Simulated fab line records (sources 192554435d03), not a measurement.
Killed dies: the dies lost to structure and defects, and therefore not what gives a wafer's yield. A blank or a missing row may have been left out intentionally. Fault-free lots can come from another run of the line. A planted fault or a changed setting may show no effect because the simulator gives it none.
Chamber matching || flow n5Finfet || rieDiel-02 running N5_BEOL_M12_ETCH_38: 4 sister chambers
The step etches SiCN in CF4/N2, target depth 68.7 nm, time 73.4 s. 16 wafers are shown with their chamber, then 8 later ones without.

## WAFERS PAIRED WITH THEIR CHAMBERS
{"wafer": "L074.1", "chamber": 0, "showerheadPlenumPTorr (Torr)": 2.10, "drypumpMotorCurrentA (A)": 5.6, "throttleValvePct (%)": 15.50}
{"wafer": "L074.3", "chamber": 1, "showerheadPlenumPTorr (Torr)": 2.28, "drypumpMotorCurrentA (A)": 5.7, "throttleValvePct (%)": 15.51}
{"wafer": "L074.5", "chamber": 1, "showerheadPlenumPTorr (Torr)": 2.28, "drypumpMotorCurrentA (A)": 5.7, "throttleValvePct (%)": 15.51}
{"wafer": "L076.4", "chamber": 0, "showerheadPlenumPTorr (Torr)": 2.10, "drypumpMotorCurrentA (A)": 5.6, "throttleValvePct (%)": 15.52}
{"wafer": "L076.5", "chamber": 3, "showerheadPlenumPTorr (Torr)": 2.11, "drypumpMotorCurrentA (A)": 5.6, "throttleValvePct (%)": 15.68}
{"wafer": "L076.6", "chamber": 0, "showerheadPlenumPTorr (Torr)": 2.10, "drypumpMotorCurrentA (A)": 5.6, "throttleValvePct (%)": 15.51}
{"wafer": "L078.4", "chamber": 0, "showerheadPlenumPTorr (Torr)": 2.10, "drypumpMotorCurrentA (A)": 5.6, "throttleValvePct (%)": 15.51}
{"wafer": "L078.5", "chamber": 1, "showerheadPlenumPTorr (Torr)": 2.27, "drypumpMotorCurrentA (A)": 5.8, "throttleValvePct (%)": 15.54}
{"wafer": "L078.6", "chamber": 2, "showerheadPlenumPTorr (Torr)": 2.30, "drypumpMotorCurrentA (A)": 5.6, "throttleValvePct (%)": 15.59}
{"wafer": "L084.4", "chamber": 2, "showerheadPlenumPTorr (Torr)": 2.29, "drypumpMotorCurrentA (A)": 5.7, "throttleValvePct (%)": 15.64}
{"wafer": "L084.5", "chamber": 1, "showerheadPlenumPTorr (Torr)": 2.26, "drypumpMotorCurrentA (A)": 5.8, "throttleValvePct (%)": 15.59}
{"wafer": "L084.6", "chamber": 3, "showerheadPlenumPTorr (Torr)": 2.10, "drypumpMotorCurrentA (A)": 5.6, "throttleValvePct (%)": 15.73}
{"wafer": "L087.2", "chamber": 2, "showerheadPlenumPTorr (Torr)": 2.28, "drypumpMotorCurrentA (A)": 5.7, "throttleValvePct (%)": 15.65}
{"wafer": "L087.4", "chamber": 3, "showerheadPlenumPTorr (Torr)": 2.09, "drypumpMotorCurrentA (A)": 5.6, "throttleValvePct (%)": 15.76}
{"wafer": "L087.6", "chamber": 0, "showerheadPlenumPTorr (Torr)": 2.35, "drypumpMotorCurrentA (A)": 5.6, "throttleValvePct (%)": 15.07}
{"wafer": "L092.1", "chamber": 3, "showerheadPlenumPTorr (Torr)": 2.09, "drypumpMotorCurrentA (A)": 5.6, "throttleValvePct (%)": 15.80}

SIGNATURES (means of the wafers above)
{"reading": "showerheadPlenumPTorr", "chamber 0": 2.1500, "chamber 1": 2.2725, "chamber 2": 2.2900, "chamber 3": 2.0975, "scatter within a chamber": 0.065}
{"reading": "drypumpMotorCurrentA", "chamber 0": 5.600, "chamber 1": 5.750, "chamber 2": 5.667, "chamber 3": 5.600, "scatter within a chamber": 0.0373}
{"reading": "throttleValvePct", "chamber 0": 15.4220, "chamber 1": 15.5375, "chamber 2": 15.6267, "chamber 3": 15.7425, "scatter within a chamber": 0.119}
Rule: for each reading, subtract the chamber's mean from the wafer's reading, divide by that reading's scatter and square the result; add these up over the readings and take the root, which gives the wafer's distance from the chamber. If the next closest chamber is less than 2 further off than the closest, the wafer can't be placed; otherwise it belongs to the closest. How the scatter is found: for the shown wafers, subtract from each reading the mean of its chamber, square and add these, divide the total by (wafers less chambers), then take the root.

## WAFERS WITHOUT THEIR CHAMBER
{"wafer": "L092.2", "showerheadPlenumPTorr (Torr)": 2.35, "drypumpMotorCurrentA (A)": 5.6, "throttleValvePct (%)": 15.10}
{"wafer": "L092.5", "showerheadPlenumPTorr (Torr)": 2.35, "drypumpMotorCurrentA (A)": 5.6, "throttleValvePct (%)": 15.10}
{"wafer": "L089.1", "showerheadPlenumPTorr (Torr)": 2.28, "drypumpMotorCurrentA (A)": 5.6, "throttleValvePct (%)": 15.70}
{"wafer": "L089.2", "showerheadPlenumPTorr (Torr)": 2.09, "drypumpMotorCurrentA (A)": 5.6, "throttleValvePct (%)": 15.80}
{"wafer": "L089.3", "showerheadPlenumPTorr (Torr)": 2.26, "drypumpMotorCurrentA (A)": 5.7, "throttleValvePct (%)": 15.14}
{"wafer": "L096.3", "showerheadPlenumPTorr (Torr)": 2.28, "drypumpMotorCurrentA (A)": 5.7, "throttleValvePct (%)": 15.68}
{"wafer": "L096.4", "showerheadPlenumPTorr (Torr)": 2.27, "drypumpMotorCurrentA (A)": 5.6, "throttleValvePct (%)": 15.69}
{"wafer": "L096.6", "showerheadPlenumPTorr (Torr)": 2.26, "drypumpMotorCurrentA (A)": 5.8, "throttleValvePct (%)": 15.14}

## EACH ONE'S CHAMBER
{"wafer": "L092.2", "from the rows above": "can't be placed: 0 or 2 or 1", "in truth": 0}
{"wafer": "L092.5", "from the rows above": "can't be placed: 0 or 2 or 1", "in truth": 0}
{"wafer": "L089.1", "from the rows above": "can't be placed: 2 or 3 or 0", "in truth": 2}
{"wafer": "L089.2", "from the rows above": 3, "in truth": 3}
{"wafer": "L089.3", "from the rows above": "can't be placed: 1 or 0 or 2", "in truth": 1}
{"wafer": "L096.3", "from the rows above": "can't be placed: 2 or 1", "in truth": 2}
{"wafer": "L096.4", "from the rows above": "can't be placed: 2 or 3 or 0", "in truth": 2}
{"wafer": "L096.6", "from the rows above": "can't be placed: 1 or 2", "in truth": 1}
Correctly placed: 1 of 8. Can't be placed from these rows: 7 (the true chamber is among the candidates in 7). Placed wrongly: 0.
